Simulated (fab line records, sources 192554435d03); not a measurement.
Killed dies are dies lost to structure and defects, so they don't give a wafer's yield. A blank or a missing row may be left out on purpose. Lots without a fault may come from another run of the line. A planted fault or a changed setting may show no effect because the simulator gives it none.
fab line records | flow n5_finfet | part 2 of 2: steps 4 to 6 of 6
record lots=22 wafers=66 last_day=17
route steps=1938 shown BEOL_M9@1467 BEOL_M10@1490
lots that met no fault: from a run of the same line without faults
start_h: hours from the record's first day to the start of the lot's first wafer shown | wait_h: hours since the lot's step before | " the same as in the row above | L1.1+2: a row that stands for several wafers | - no value, or no start given | * or withheld: withheld | < > ~ a bound
route shown NAME@n: a module of which the file shows steps, and the number in the route of the first | usual: mean/standard deviation of fault-free wafers | same: alike in all rows | chamber/n: place in a boat | sites: the reading at each site | _std_site: their standard deviation | _edge_site: outer sites' mean less inner sites' | radius_mm: how far each site lies from the wafer's centre | mask NAME#n: copy n | behind: the tool/chamber that last shaped the wafer | hold: why the lot was held/for how many hours/how that ended | device: the transistor (n, p or np) that didn't switch | end of line: the same wafers' tests at the end of the route | a step without rows: its recipe alone | killed: dies lost to structure and defects at the first sort, not the wafer's yield | map: a wafer's dies, x killed, . not, _ none there
set.NAME: the setting as run; set.NAME@STEP: as run at that earlier step | model.NAME: the simulator's own value behind a step, which no gauge read
steps of the route over a sample of lots; a table a step, a row a wafer
services: from which hour (start_h, from the record's first day; less than 0 if before it) a tool's chamber was out of use, for how many hours, and why
## steps
# step N5_BEOL_M10_ETCH_41
# recipe chemistry=CH3F/O2 target=SiCN target_depth_a=426 taper_deg=2 time_s=86 ion_energy_ev=120 mask_material=TiN pressure_mtorr=30 source_w=395 bias_w=75 Ar_flow_sccm=150 CH3F_flow_sccm=30 O2_flow_sccm=20
# usual drypump_motor_current_A=5.5/0.41 mfc_ar_sccm=150.0/0.46 oes_product_au=0.77/0.081 rf_vpp_V=296.8/1.4 showerhead_plenum_p_Torr=1.96/0.053 throttle_valve_pct=16.36/0.21
# columns lot.wafer tool chamber start_h wait_h drypump_motor_current_A mfc_ar_sccm oes_product_au rf_hours_counter_h rf_vpp_V showerhead_plenum_p_Torr throttle_valve_pct
L074.1 rie_diel-02 2 - - 4.8 149.7 0.74 190 299.5 2.04 16.16
L074.3 " 1 " " 5.7 149.6 0.70 211 297.1 1.88 16.15
L074.6 " 1 " " 5.6 150.2 0.70 - 297.2 1.88 16.15
L075.1 rie_diel-04 2 - - 6.0 151.1 0.68 227 298.4 1.97 16.40
L075.4 " 3 " " 5.5 149.8 0.77 142 296.5 1.95 16.52
L075.5 " 0 " " 6.1 150.5 0.70 - 299.3 2.05 16.40
L077.2 rie_diel-02 0 - - 5.9 150.3 0.70 247 296.2 2.05 16.31
L077.3 " 1 " " 5.7 150.6 0.70 218 295.3 1.88 16.15
L077.6 " 3 " " 5.2 150.2 0.83 - 296.1 1.95 16.43
L076.4 rie_diel-02 3 - - 5.2 150.2 0.84 69 296.0 1.95 16.44
L076.5 " 1 " " 5.6 150.3 0.71 - 295.4 1.88 16.18
L076.6 " 0 " " 5.9 148.8 0.70 - 299.1 2.05 16.31
L081.2 rie_diel-02 2 - - 4.8 149.8 0.72 205 299.3 2.03 16.19
L081.3 " 1 " " 5.6 150.4 0.69 224 294.5 1.88 16.18
L081.6 " 2 " " 4.8 149.5 0.72 - 297.3 2.03 16.20
L079.1 rie_diel-06 3 - - 5.5 150.7 0.83 90 297.1 1.96 16.33
L079.4 " 2 " " 5.5 149.3 0.72 - 298.3 1.97 16.59
L079.5 " 1 " " 6.2 149.8 0.86 - 296.4 1.94 16.45
L080.3 rie_diel-02 3 - - 5.2 149.3 0.83 78 297.2 1.94 16.44
L080.4 " 2 " " 4.8 149.9 0.72 - 298.0 2.03 16.20
L080.5 " 3 " " 5.2 149.7 0.83 - 296.9 1.94 16.45
L082.3 rie_diel-02 1 - - 5.7 150.9 0.69 231 293.6 1.88 16.18
L082.5 " 2 " " 4.9 150.1 0.72 - 299.7 2.03 16.20
L082.6 " 3 " " 5.2 150.4 0.83 - 294.8 1.94 16.46
L083.2 rie_diel-02 1 - - 5.7 151.1 0.69 236 294.6 1.88 16.20
L083.3 " 2 " " 4.8 149.9 0.72 217 298.5 2.03 16.22
L083.5 " 3 " " 5.2 150.0 0.82 - 295.8 1.94 16.46
L084.2 rie_diel-04 1 - - 5.1 150.9 0.71 195 295.0 1.91 16.75
L084.3 " 3 " " 5.5 149.9 0.74 160 296.5 1.94 16.54
L084.5 " 1 " " 5.1 150.7 0.72 - 295.5 1.91 16.74
L088.4 rie_diel-02 2 - - 4.8 149.6 0.71 224 298.2 2.03 16.24
L088.5 " 0 " " 5.9 150.7 0.97 - 297.2 2.05 15.97
L088.6 " 3 " " 5.2 149.9 0.81 - 295.4 1.94 16.48
L085.1 rie_diel-06 2 - - 5.5 150.6 0.70 222 297.3 1.97 16.63
L085.4 " 0 " " 5.7 150.6 0.89 36 297.6 1.96 16.13
L085.5 " 1 " " 6.2 150.2 0.84 - 296.6 1.93 16.49
L086.2 rie_diel-04 2 - - 6.0 149.6 0.66 254 296.0 1.96 16.45
L086.3 " 1 " " 5.1 149.7 0.72 199 294.5 1.91 16.76
L086.6 " 1 " " 5.1 150.0 0.73 - 295.9 1.91 16.75
L087.1 rie_diel-06 2 - - 5.5 149.1 0.70 227 296.2 1.97 16.64
L087.5 " 0 " " 5.7 150.7 0.87 - 296.4 1.96 16.15
L087.6 " 1 " " 6.1 150.0 0.84 - 295.2 1.93 16.49
L089.1 rie_diel-02 2 - - 4.8 150.5 0.71 232 298.8 2.03 16.25
L089.3 " 0 " " 5.9 150.0 0.95 13 298.2 2.05 15.97
L089.5 " 0 " " 5.9 149.6 0.95 - 298.7 2.05 15.99
L090.4 rie_diel-04 3 - - 5.5 150.3 0.73 172 294.4 1.94 16.56
L090.5 " 1 " " 5.1 150.0 0.71 - 295.4 1.91 16.77
L090.6 " 0 " " 6.1 150.0 0.93 - 297.8 2.05 16.01
L092.1 rie_diel-02 0 - - 5.9 150.1 0.95 15 298.2 2.05 16.00
L092.2 " 3 " " 5.2 150.5 0.81 102 296.8 1.94 16.49
L092.3 " 2 " " 4.8 151.4 0.71 234 298.2 2.02 16.27
L091.2 rie_diel-06 2 - - 5.5 149.6 0.69 232 297.5 1.97 16.66
L091.4 " 1 " " 6.1 150.1 0.83 93 296.2 1.93 16.51
L091.6 " 3 " " 5.5 149.7 0.79 - 296.6 1.95 16.42
L093.2 rie_diel-06 1 - - 6.1 150.6 0.82 94 295.3 1.93 16.52
L093.4 " 2 " " 5.5 149.2 0.69 234 297.0 1.96 16.63
L093.5 " 2 " " 5.5 150.1 0.69 - 295.8 1.96 16.63
L094.1 rie_diel-06 0 - - 5.7 150.3 0.85 56 296.1 1.96 16.19
L094.4 " 3 " " 5.5 150.6 0.79 126 297.2 1.94 16.41
L094.5 " 3 " " 5.5 150.0 0.79 - 296.1 1.94 16.40
L096.2 rie_diel-02 2 - - 4.8 150.0 0.71 247 299.1 2.02 16.27
L096.4 " 0 " " 5.9 149.6 0.91 28 299.2 2.04 16.02
L096.5 " 2 " " 4.8 149.7 0.70 - 297.8 2.02 16.26
L095.2 rie_diel-06 0 - - 5.7 149.3 0.85 58 295.0 1.96 16.18
L095.5 " 2 " " 5.5 150.2 0.69 - 295.8 1.96 16.67
L095.6 " 3 " " 5.5 149.9 0.79 - 295.3 1.94 16.42
# step N5_BEOL_M10_STRIP_77
# recipe chemistry=N2/H2 time_s=10 power_w=450 temp_c=40 pressure_mtorr=20 rf_frequency_hz=6e+07 bias_power_w=7 n2_flow_sccm=200 h2_flow_sccm=200
# usual drypump_motor_current_A=5.5/0.41 oes_product_au=0.77/0.079 rf_vpp_V=59.1/0.93 showerhead_plenum_p_Torr=2.50/0.081 throttle_valve_pct=23.7/0.44
# columns lot.wafer tool chamber start_h wait_h drypump_motor_current_A oes_product_au rf_hours_counter_h rf_vpp_V showerhead_plenum_p_Torr throttle_valve_pct
L074.1 rie_diel-02 2 - - 4.8 0.74 190 58.9 2.64 23.6
L074.3 " 1 " " 5.7 0.70 211 58.7 2.40 23.2
L074.6 " 1 " " 5.7 0.71 - 58.7 2.40 23.2
L075.1 rie_diel-04 2 - - 6.0 0.69 227 58.0 2.49 23.3
L075.4 " 3 " " 5.5 0.76 142 59.0 2.40 22.9
L075.5 " 0 " " 6.1 0.71 - 59.6 2.62 23.7
L077.2 rie_diel-02 0 - - 5.9 0.71 247 59.9 2.60 23.3
L077.3 " 1 " " 5.7 0.70 218 59.5 2.40 23.2
L077.6 " 3 " " 5.2 0.81 - 60.7 2.49 24.1
L076.4 rie_diel-02 3 - - 5.2 0.81 69 57.8 2.49 24.1
L076.5 " 1 " " 5.7 0.71 - 58.2 2.40 23.2
L076.6 " 0 " " 5.9 0.70 - 60.4 2.60 23.3
L081.2 rie_diel-02 2 - - 4.8 0.71 205 60.0 2.63 23.6
L081.3 " 1 " " 5.7 0.70 224 59.7 2.40 23.2
L081.6 " 2 " " 4.8 0.72 - 60.0 2.63 23.6
L079.1 rie_diel-06 3 - - 5.5 0.82 90 59.5 2.46 23.6
L079.4 " 2 " " 5.5 0.72 - 59.6 2.55 24.3
L079.5 " 1 " " 6.2 0.86 - 58.1 2.47 23.8
L080.3 rie_diel-02 3 - - 5.2 0.80 78 59.3 2.49 24.1
L080.4 " 2 " " 4.8 0.72 - 60.0 2.63 23.7
L080.5 " 3 " " 5.2 0.79 - 58.6 2.49 24.1
L082.3 rie_diel-02 1 - - 5.6 0.70 231 57.1 2.39 23.2
L082.5 " 2 " " 4.8 0.72 - 58.4 2.63 23.7
L082.6 " 3 " " 5.2 0.81 - 59.2 2.49 24.1
L083.2 rie_diel-02 1 - - 5.6 0.69 237 59.9 2.39 23.2
L083.3 " 2 " " 4.9 0.71 217 59.6 2.62 23.7
L083.5 " 3 " " 5.2 0.80 - 58.8 2.48 24.1
L084.2 rie_diel-04 1 - - 5.1 0.73 195 58.9 2.43 24.6
L084.3 " 3 " " 5.5 0.73 160 58.9 2.39 23.0
L084.5 " 1 " " 5.1 0.73 - 58.6 2.43 24.6
L088.4 rie_diel-02 2 - - 4.8 0.71 224 59.7 2.62 23.7
L088.5 " 0 " " 5.9 0.98 - 59.6 2.60 23.4
L088.6 " 3 " " 5.2 0.79 - 56.1 2.48 24.2
L085.1 rie_diel-06 2 - - 5.5 0.71 222 57.6 2.54 24.4
L085.4 " 0 " " 5.7 0.89 36 59.7 2.49 23.5
L085.5 " 1 " " 6.2 0.84 - 58.4 2.46 23.9
L086.2 rie_diel-04 2 - - 6.0 0.68 254 58.4 2.47 23.3
L086.3 " 1 " " 5.2 0.73 199 58.3 2.43 24.6
L086.6 " 1 " " 5.1 0.72 - 58.8 2.43 24.6
L087.1 rie_diel-06 2 - - 5.5 0.70 227 59.1 2.54 24.4
L087.5 " 0 " " 5.7 0.88 - 58.5 2.49 23.5
L087.6 " 1 " " 6.1 0.83 - 59.1 2.46 23.9
L089.1 rie_diel-02 2 - - 4.8 0.71 232 60.1 2.62 23.7
L089.3 " 0 " " 5.9 0.96 13 59.1 2.60 23.4
L089.5 " 0 " " 5.9 0.96 - 62.0 2.60 23.4
L090.4 rie_diel-04 3 - - 5.5 0.72 172 59.5 2.39 23.0
L090.5 " 1 " " 5.1 0.71 - 59.0 2.43 24.6
L090.6 " 0 " " 6.1 0.95 - 59.7 2.61 23.5
L092.1 rie_diel-02 0 - - 5.9 0.95 15 59.9 2.60 23.4
L092.2 " 3 " " 5.2 0.78 102 58.0 2.48 24.2
L092.3 " 2 " " 4.8 0.70 234 58.6 2.62 23.7
L091.2 rie_diel-06 2 - - 5.5 0.71 232 57.7 2.53 24.4
L091.4 " 1 " " 6.2 0.84 93 59.9 2.46 23.9
L091.6 " 3 " " 5.5 0.80 - 58.6 2.44 23.6
L093.2 rie_diel-06 1 - - 6.2 0.84 94 59.5 2.46 23.9
L093.4 " 2 " " 5.5 0.71 234 59.1 2.53 24.4
L093.5 " 2 " " 5.5 0.71 - 59.2 2.53 24.4
L094.1 rie_diel-06 0 - - 5.7 0.85 56 57.7 2.49 23.5
L094.4 " 3 " " 5.5 0.78 126 60.6 2.44 23.6
L094.5 " 3 " " 5.5 0.79 - 59.4 2.44 23.6
L096.2 rie_diel-02 2 - - 4.8 0.69 247 59.1 2.61 23.7
L096.4 " 0 " " 5.9 0.93 28 59.1 2.59 23.4
L096.5 " 2 " " 4.8 0.70 - 58.3 2.61 23.7
L095.2 rie_diel-06 0 - - 5.7 0.86 58 59.1 2.49 23.5
L095.5 " 2 " " 5.5 0.71 - 58.2 2.53 24.4
L095.6 " 3 " " 5.5 0.78 - 58.1 2.44 23.6
# step N5_BEOL_M10_PRE_CLEAN_45
# recipe gas=H2/He time_s=30 temp_c=250
# usual heater_power_w=323/34
# columns lot.wafer tool chamber start_h wait_h heater_power_w
L074.1 pvd_sputter-03 - 216.38 0.0 312
L074.3 " - " " 353
L074.6 " - " " 323
L077.2 pvd_sputter-02 - 235.01 0.0 298
L077.3 " - " " 350
L077.6 " - " " 350
L075.1 pvd_sputter-02 - 235.09 0.0 344
L075.4 " - " " 352
L075.5 " - " " 295
L076.4 pvd_sputter-01 - 238.55 0.0 359
L076.5 " - " " 343
L076.6 " - " " 359
L081.2 pvd_sputter-03 - 248.70 0.0 279
L081.3 " - " " 316
L081.6 " - " " 311
L079.1 pvd_sputter-01 - 253.32 0.0 340
L079.4 " - " " 343
L079.5 " - " " 340
L080.3 pvd_sputter-02 - 261.05 0.0 329
L080.4 " - " " 350
L080.5 " - " " 355
L082.3 pvd_sputter-01 - 265.95 0.0 355
L082.5 " - " " 352
L082.6 " - " " 351
L083.2 pvd_sputter-02 - 275.64 0.0 250
L083.3 " - " " 351
L083.5 " - " " 257
L084.2 pvd_sputter-02 - 295.00 0.0 345
L084.3 " - " " 289
L084.5 " - " " 339
L088.4 pvd_sputter-03 - 298.11 0.0 279
L088.5 " - " " 319
L088.6 " - " " 363
L085.1 pvd_sputter-02 - 299.90 0.0 347
L085.4 " - " " 260
L085.5 " - " " 250
L086.2 pvd_sputter-03 - 304.29 0.0 280
L086.3 " - " " 313
L086.6 " - " " 307
L087.1 pvd_sputter-01 - 314.25 0.0 351
L087.5 " - " " 346
L087.6 " - " " 359
L089.1 pvd_sputter-02 - 321.24 0.0 294
L089.3 " - " " 255
L089.5 " - " " 344
L090.4 pvd_sputter-03 - 324.23 0.0 324
L090.5 " - " " 371
L090.6 " - " " 324
L092.1 pvd_sputter-03 - 324.72 0.0 356
L092.2 " - " " 271
L092.3 " - " " 322
L091.2 pvd_sputter-03 - 324.96 0.0 321
L091.4 " - " " 361
L091.6 " - " " 278
L093.2 pvd_sputter-01 - 331.67 0.0 340
L093.4 " - " " 347
L093.5 " - " " 345
L094.1 pvd_sputter-02 - 352.50 0.0 357
L094.4 " - " " 332
L094.5 " - " " 335
L096.2 pvd_sputter-01 - 355.82 0.0 353
L096.4 " - " " 344
L096.5 " - " " 341
L095.2 pvd_sputter-02 - 356.09 0.0 259
L095.5 " - " " 252
L095.6 " - " " 335
## services
# columns tool chamber start_h hours kind
pecvd-01 0 193.17 7.0 repair
rie_diel-02 0 197.42 3.8 repair
pecvd-04 - 216.52 1.1 repair
pecvd-04 0 230.12 17.9 repair
rie_diel-02 0 240.73 - clean
rie_diel-02 0 240.73 - consumable_replace:focus_ring
rie_diel-06 0 247.66 11.7 repair
pecvd-01 - 270.76 0.9 repair
rie_diel-04 3 275.02 10.0 repair
pvd_sputter-03 - 277.53 2.1 repair
rie_diel-06 3 280.34 5.1 repair
rie_diel-04 0 285.05 - clean
rie_diel-04 0 285.05 - consumable_replace:focus_ring
rie_diel-04 0 285.05 18.8 scheduled_down
rie_diel-04 0 285.05 18.8 vent_cycle
rie_diel-04 2 304.11 - clean
rie_diel-04 2 304.11 - consumable_replace:focus_ring
rie_diel-04 2 304.11 12.8 scheduled_down
pecvd-04 1 317.12 3.5 repair
rie_diel-02 1 317.81 - clean
rie_diel-02 1 317.81 - consumable_replace:focus_ring
rie_diel-02 1 317.81 - consumable_replace:showerhead
rie_diel-02 1 317.81 17.8 scheduled_down
rie_diel-02 1 317.81 17.8 vent_cycle
